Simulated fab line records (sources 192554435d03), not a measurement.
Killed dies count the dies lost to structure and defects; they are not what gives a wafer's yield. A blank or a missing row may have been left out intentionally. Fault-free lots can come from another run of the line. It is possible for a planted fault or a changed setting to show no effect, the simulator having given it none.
Which tool is to blame? ; flow n5-finfet ; 11 lots with 33 wafers sampled at 3 steps, on a route of 1938 steps

== WHAT EACH GAUGE READ, for each wafer ==
N5_PASSIVATION_OVL_MEAS_63.
lot;measured;on;PAD_OVL (nm)
L108;day 12 11:22;overlay-01;6 0 15
L110;day 12 22:05;overlay-01;0 -1 -9
L111;day 13 04:23;overlay-02;-3 5 6
L112;day 13 23:25;overlay-01;8 3 6
L113;day 13 21:23;overlay-02;6 7 1
L119;day 15 21:11;overlay-02;-1 -3 -2
L125;day 16 14:28;overlay-02;1 1 3
L126;day 17 17:47;overlay-01;4 3 2
L127;day 18 17:07;overlay-01;4 2 0
L128;day 17 22:17;overlay-02;1 4 -1
L129;day 18 01:05;overlay-01;2 -1 8

== WHAT TOOL EACH LOT RAN ON (gives the tool, then ch and the chambers of the sampled wafers, and finally the start) ==
lot;N5_BEOL_M3_PRE_CLEAN_45;N5_PASSIVATION_AL_DEP_21
L108;pvd-sputter-01, day 7 11:58;pvd-sputter-03, day 12 10:51
L110;pvd-sputter-02, day 8 04:23;pvd-sputter-03, day 12 21:35
L111;pvd-sputter-03, day 8 09:17;pvd-sputter-03, day 13 03:53
L112;pvd-sputter-01, day 9 02:17;pvd-sputter-03, day 13 22:55
L113;pvd-sputter-01, day 9 03:19;pvd-sputter-01, day 13 20:46
L119;pvd-sputter-01, day 10 23:35;pvd-sputter-03, day 15 20:41
L125;pvd-sputter-03, day 11 13:28;pvd-sputter-01, day 16 13:50
L126;pvd-sputter-02, day 12 05:06;pvd-sputter-01, day 17 17:17
L127;pvd-sputter-03, day 12 23:55;pvd-sputter-02, day 18 16:37
L128;pvd-sputter-03, day 13 00:07;pvd-sputter-02, day 17 21:47
L129;pvd-sputter-02, day 13 04:21;pvd-sputter-01, day 18 00:34
- N5_BEOL_M3_PRE_CLEAN_45: time 30 s.
- N5_PASSIVATION_AL_DEP_21: deposits Al, target thk 2800 nm, time 170 s.

== THE ANSWER, worked out from the rows above alone ==
Rule: the lots themselves supply what counts as usual. The widest of any qualifying gaps counts: lots, ordered by their means at a reading, are off when they make up no more than a third of the lots, leave a main group of 4 or more, and stand apart from it by 3 or more times the standard deviation of that group's means. If all means in a main group match to the digits the tables above print for the reading, that group is not used. A lot without any number at a reading at which 4 lots or more have one is off too. Where the step has rows for the other lots, those lots are counted as sound.
No lot is off at any reading shown: from this, nothing can be told.

== WHAT THE SIMULATOR PUT IN ==
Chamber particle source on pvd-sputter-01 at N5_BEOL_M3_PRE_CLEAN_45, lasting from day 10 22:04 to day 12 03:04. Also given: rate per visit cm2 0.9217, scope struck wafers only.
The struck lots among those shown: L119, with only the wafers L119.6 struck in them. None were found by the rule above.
